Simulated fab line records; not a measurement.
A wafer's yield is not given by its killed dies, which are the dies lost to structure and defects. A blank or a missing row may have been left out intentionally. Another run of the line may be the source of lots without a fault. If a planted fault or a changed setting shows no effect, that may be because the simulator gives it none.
Which tool was responsible? + flow n5_finfet + 12 lots with 32 wafers sampled at 5 steps, on a route of 1938 steps

## WHAT THE GAUGES READ, wafer by wafer
Not one reading of a measure or inspect step in the record can be checked against a usual standard deviation.

## WHAT TOOL EACH LOT RAN ON (gives the tool, then ch and the chambers of the sampled wafers, and finally the start)
| lot  | N5_BEOL_M6_ECD_50              | N5_PASSIVATION_STRIP_14            | N5_PASSIVATION_ETCH_15                        | N5_PASSIVATION_AL_ETCH_33         | N5_PASSIVATION_PROBE_49 |
|------|--------------------------------|------------------------------------|-----------------------------------------------|-----------------------------------|-------------------------|
| L305 | ecd_cu-02 ch 0,1, day 8 14:15  | rie_diel-01 ch 0,2, day 12 14:36   | rie_diel-01 ch 0,2, day 12 16:24 or earlier   | rie_metal-01 ch 0, day 12 16:24   | -                       |
| L306 | ecd_cu-01 ch 0,1, day 9 05:51  | rie_diel-02 ch 0,1,3, day 12 19:08 | rie_diel-02 ch 0,1,3, day 12 20:25 or earlier | rie_metal-02 ch 0,1, day 12 20:25 | -                       |
| L308 | ecd_cu-01 ch 0,1, day 9 06:29  | rie_diel-03 ch 0,1,3, day 13 06:19 | rie_diel-03 ch 0,1,3, day 13 08:04 or earlier | rie_metal-01 ch 0,1, day 13 08:04 | prober-02, day 13 12:55 |
| L307 | ecd_cu-01 ch 1, day 10 00:16   | rie_diel-02 ch 1,3, day 13 13:53   | rie_diel-02 ch 1,3, day 13 15:55 or earlier   | rie_metal-02 ch 0,1, day 13 15:55 | -                       |
| L311 | ecd_cu-01 ch 0,1, day 10 04:30 | rie_diel-03 ch 1,3, day 14 01:15   | rie_diel-03 ch 1,3, day 14 02:37 or earlier   | rie_metal-01 ch 0,1, day 14 02:37 | -                       |
| L313 | ecd_cu-01 ch 0,1, day 11 11:07 | rie_diel-02 ch 1,2,3, day 14 13:04 | rie_diel-02 ch 1,2,3, day 14 15:38 or earlier | rie_metal-03 ch 0,1, day 14 15:38 | -                       |
| L318 | ecd_cu-01 ch 0,1, day 13 07:56 | rie_diel-03 ch 0,3, day 16 10:17   | rie_diel-03 ch 0,3, day 16 12:10 or earlier   | rie_metal-01 ch 0,1, day 16 12:10 | prober-02, day 16 16:58 |
| L320 | ecd_cu-01 ch 0, day 13 15:03   | rie_diel-02 ch 0,2, day 17 08:10   | rie_diel-02 ch 0,2, day 17 09:59 or earlier   | rie_metal-02 ch 0,1, day 17 09:59 | prober-02, day 17 15:00 |
| L322 | ecd_cu-01 ch 0,1, day 14 06:22 | rie_diel-01 ch 0,1,2, day 17 09:12 | rie_diel-01 ch 0,1,2, day 17 10:24 or earlier | rie_metal-03 ch 0, day 17 10:24   | prober-01, day 17 15:56 |
| L328 | ecd_cu-02 ch 1, day 15 00:50   | rie_diel-03 ch 0,3, day 18 21:31   | rie_diel-03 ch 0,3, day 18 23:21 or earlier   | rie_metal-01 ch 0,1, day 18 23:21 | -                       |
| L325 | ecd_cu-02 ch 0, day 15 01:22   | rie_diel-02 ch 0,2, day 18 11:19   | rie_diel-02 ch 0,2, day 18 12:53 or earlier   | rie_metal-02 ch 0,1, day 18 12:53 | prober-02, day 18 17:44 |
| L327 | ecd_cu-02 ch 0,1, day 15 08:37 | rie_diel-03 ch 0,1, day 18 15:31   | rie_diel-03 ch 0,1, day 18 17:46 or earlier   | rie_metal-03 ch 0,1, day 18 17:46 | -                       |
- N5_BEOL_M6_ECD_50: material Cu, target thk 300 nm.
- N5_PASSIVATION_STRIP_14: strips in O2.
- N5_PASSIVATION_ETCH_15: etches SiCN in CF4/N2, target depth 75 nm, time 81.2 s.
- N5_PASSIVATION_AL_ETCH_33: etches Al in Cl2/BCl3, stops on TaN, target depth 2800 nm, time 466.7 s.
- N5_PASSIVATION_PROBE_49

## AS READ BY THE TOOLS THEMSELVES (means over the sampled wafers that have a number; for cases with no such wafer, the mark the record gives instead)
N5_PASSIVATION_STRIP_14. Usual: drypump_motor_current_A 6.0 A, standard deviation 0.41; oes_product_au 0.81 a.u., standard deviation 0.087; rf_vpp_V 3.8 V, standard deviation 0.96; showerhead_plenum_p_Torr 2.09 Torr, standard deviation 0.07; throttle_valve_pct 16.64 %, standard deviation 0.24.
| lot  | tool        | drypump_motor_current_A (A) | oes_product_au (a.u.) | rf_vpp_V (V) | showerhead_plenum_p_Torr (Torr) | throttle_valve_pct (%) | flag |
|------|-------------|-----------------------------|-----------------------|--------------|---------------------------------|------------------------|------|
| L305 | rie_diel-01 | 6.2                         | 0.79                  | 4.5          | 2.13                            | 16.52                  |      |
| L306 | rie_diel-02 | 6.1                         | 0.77                  | 4.3          | 2.04                            | 16.69                  |      |
| L308 | rie_diel-03 | 5.9                         | 0.78                  | 3.9          | 2.11                            | 16.67                  |      |
| L307 | rie_diel-02 | 5.8                         | 0.71                  | 3.5          | 1.99                            | 16.84                  |      |
| L311 | rie_diel-03 | 6.2                         | 0.74                  | 3.0          | 2.11                            | 16.71                  |      |
| L313 | rie_diel-02 | 5.8                         | 0.79                  | 3.4          | 2.06                            | 16.76                  |      |
| L318 | rie_diel-03 | 6.0                         | 0.87                  | 3.1          | 2.14                            | 16.53                  |      |
| L320 | rie_diel-02 | 6.0                         | 0.87                  | 3.9          | 2.18                            | 16.57                  |      |
| L322 | rie_diel-01 | 6.1                         | 0.78                  | 3.4          | 2.09                            | 16.67                  |      |
| L328 | rie_diel-03 | 5.8                         | 0.80                  | 3.2          | 2.12                            | 16.62                  |      |
| L325 | rie_diel-02 | 6.2                         | 0.83                  | 3.7          | 2.16                            | 16.57                  |      |
| L327 | rie_diel-03 | 5.6                         | 0.79                  | 2.8          | 2.05                            | 16.65                  |      |

N5_PASSIVATION_ETCH_15. Usual: drypump_motor_current_A 6.0 A, standard deviation 0.41; oes_product_au 0.81 a.u., standard deviation 0.095; rf_vpp_V 382.0 V, standard deviation 2.2; showerhead_plenum_p_Torr 2.19 Torr, standard deviation 0.075; throttle_valve_pct 15.41 %, standard deviation 0.23.
| lot  | tool        | drypump_motor_current_A (A) | oes_product_au (a.u.) | rf_vpp_V (V) | showerhead_plenum_p_Torr (Torr) | throttle_valve_pct (%) | flag |
|------|-------------|-----------------------------|-----------------------|--------------|---------------------------------|------------------------|------|
| L305 | rie_diel-01 | 6.1                         | 0.79                  | 384.5        | 2.25                            | 15.40                  |      |
| L306 | rie_diel-02 | 6.1                         | 0.75                  | 380.0        | 2.15                            | 15.45                  |      |
| L308 | rie_diel-03 | 5.8                         | 0.77                  | 382.6        | 2.20                            | 15.40                  |      |
| L307 | rie_diel-02 | 5.8                         | 0.70                  | 378.7        | 2.10                            | 15.63                  |      |
| L311 | rie_diel-03 | 6.2                         | 0.74                  | 383.0        | 2.22                            | 15.48                  |      |
| L313 | rie_diel-02 | 5.7                         | 0.79                  | 381.5        | 2.18                            | 15.59                  |      |
| L318 | rie_diel-03 | 6.0                         | 0.90                  | 382.6        | 2.23                            | 15.23                  |      |
| L320 | rie_diel-02 | 6.0                         | 0.89                  | 384.2        | 2.30                            | 15.41                  |      |
| L322 | rie_diel-01 | 6.1                         | 0.78                  | 382.7        | 2.21                            | 15.50                  |      |
| L328 | rie_diel-03 | 5.8                         | 0.81                  | 382.8        | 2.21                            | 15.34                  |      |
| L325 | rie_diel-02 | 6.2                         | 0.85                  | 384.5        | 2.28                            | 15.38                  |      |
| L327 | rie_diel-03 | 5.6                         | 0.77                  | 380.7        | 2.15                            | 15.38                  |      |

N5_PASSIVATION_AL_ETCH_33. Usual: drypump_motor_current_A 5.65 A, standard deviation 0.27; oes_product_au 0.77 a.u., standard deviation 0.058; throttle_valve_pct 34.8 %, standard deviation 0.38.
| lot  | tool         | drypump_motor_current_A (A) | oes_product_au (a.u.) | throttle_valve_pct (%) | flag |
|------|--------------|-----------------------------|-----------------------|------------------------|------|
| L305 | rie_metal-01 | 5.39                        | 0.76                  | 34.9                   |      |
| L306 | rie_metal-02 | 5.63                        | 0.79                  | 34.5                   |      |
| L308 | rie_metal-01 | 5.55                        | 0.78                  | 35.0                   |      |
| L307 | rie_metal-02 | 5.55                        | 0.81                  | 34.4                   |      |
| L311 | rie_metal-01 | 5.72                        | 0.77                  | 35.2                   |      |
| L313 | rie_metal-03 | 5.63                        | 0.73                  | 34.6                   |      |
| L318 | rie_metal-01 | 5.55                        | 0.74                  | 35.1                   |      |
| L320 | rie_metal-02 | 5.63                        | 0.75                  | 34.5                   |      |
| L322 | rie_metal-03 | 5.98                        | 0.81                  | 34.6                   |      |
| L328 | rie_metal-01 | 5.59                        | 0.72                  | 35.1                   |      |
| L325 | rie_metal-02 | 5.55                        | 0.77                  | 34.4                   |      |
| L327 | rie_metal-03 | 5.84                        | 0.74                  | 34.6                   |      |

N5_PASSIVATION_PROBE_49. Usual: defect_limited_yield 91.1 %, standard deviation 1.3; killed_at_M0_to_M3 32, standard deviation 9.7; killed_at_M4_up 16, standard deviation 6; killed_at_contacts 12, standard deviation 5.9; killed_at_front_end 41, standard deviation 11; killed_at_other 4, standard deviation 3.1; killed_dies 104, standard deviation 16; killed_on_rim 14, standard deviation 4; killed_open 68, standard deviation 12; killed_short 34, standard deviation 7.4; sort_bin_5_function 5.1 %, standard deviation 0.85; sort_bin_6_memory 3.3 %, standard deviation 0.66; sort_bin_8_speed 0.1 %, standard deviation 0.53; sort_n_pass 1075, standard deviation 16; sort_yield_pct 91.1 %, standard deviation 1.4.
| lot  | tool      | defect_limited_yield (%) | killed_at_M0_to_M3 | killed_at_M4_up | killed_at_contacts | killed_at_front_end | killed_at_other | killed_dies | killed_on_rim | killed_open | killed_short | sort_bin_5_function (%) | sort_bin_6_memory (%) | sort_bin_8_speed (%) | sort_n_pass | sort_yield_pct (%) | flag |
|------|-----------|--------------------------|--------------------|-----------------|--------------------|---------------------|-----------------|-------------|---------------|-------------|--------------|-------------------------|-----------------------|----------------------|-------------|--------------------|------|
| L308 | prober-02 | 91.0                     | 26                 | 23              | 18                 | 38                  | 2               | 107         | 14            | 77          | 29           | 5.1                     | 3.6                   | 0.1                  | 1072        | 90.8               |      |
| L318 | prober-02 | 70.5                     | 31                 | 275             | 12                 | 29                  | 2               | 348         | 42            | 68          | 28           | 17.8                    | 10.0                  | 0.0                  | 832         | 70.5               | OFF  |
| L320 | prober-02 | 71.3                     | 46                 | 235             | 11                 | 43                  | 3               | 338         | 45            | 71          | 35           | 17.2                    | 10.1                  | 0.0                  | 842         | 71.3               | OFF  |
| L322 | prober-01 | 71.2                     | 17                 | 278             | 7                  | 36                  | 2               | 340         | 40            | 49          | 26           | 17.6                    | 9.7                   | 0.0                  | 840         | 71.2               | OFF  |
| L325 | prober-02 | 90.9                     | 36                 | 13              | 14                 | 38                  | 4               | 107         | 17            | 74          | 30           | 5.1                     | 3.6                   | 0.0                  | 1073        | 90.9               |      |

## THE ANSWER, worked out from the rows above alone
Rule: lot off if the mean of its wafers having a number is beyond 3 standard deviations from the usual mean. A lot without any number at a reading at which 4 lots or more have one is off too. The other lots that the step has rows for count as sound. After the gauges, taken in route order, come the tools' own readings; for these a lot's mean is taken, as printed above. At the first step where some lot is off, the reading lying furthest off is the one used; lots without a number count as furthest.
Off: L318, L320, L322 (N5_PASSIVATION_PROBE_49, killed_at_M4_up). Neither off nor sound, because the step has no rows for them: L305, L306, L307, L311, L313, L328, L327.
A tool fits if, at that step or a process step before it, it ran every lot that is off, and no sound lot after the first of them. N5_PASSIVATION_ETCH_15: start missing for some lots; hours and lot order therefore follow N5_PASSIVATION_AL_ETCH_33. One candidate fits, namely ecd_cu-01 at N5_BEOL_M6_ECD_50. A fault onset in the window from L308 (day 9 06:29, its last sound lot) to L318 (day 13 07:56, its first lot off) fits.

## WHAT THE SIMULATOR HAD INSERTED
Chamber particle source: ecd_cu-01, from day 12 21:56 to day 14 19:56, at N5_BEOL_M6_ECD_50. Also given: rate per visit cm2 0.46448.
Lots struck among those shown: L318, L320, L322. Same finding as the rule above.
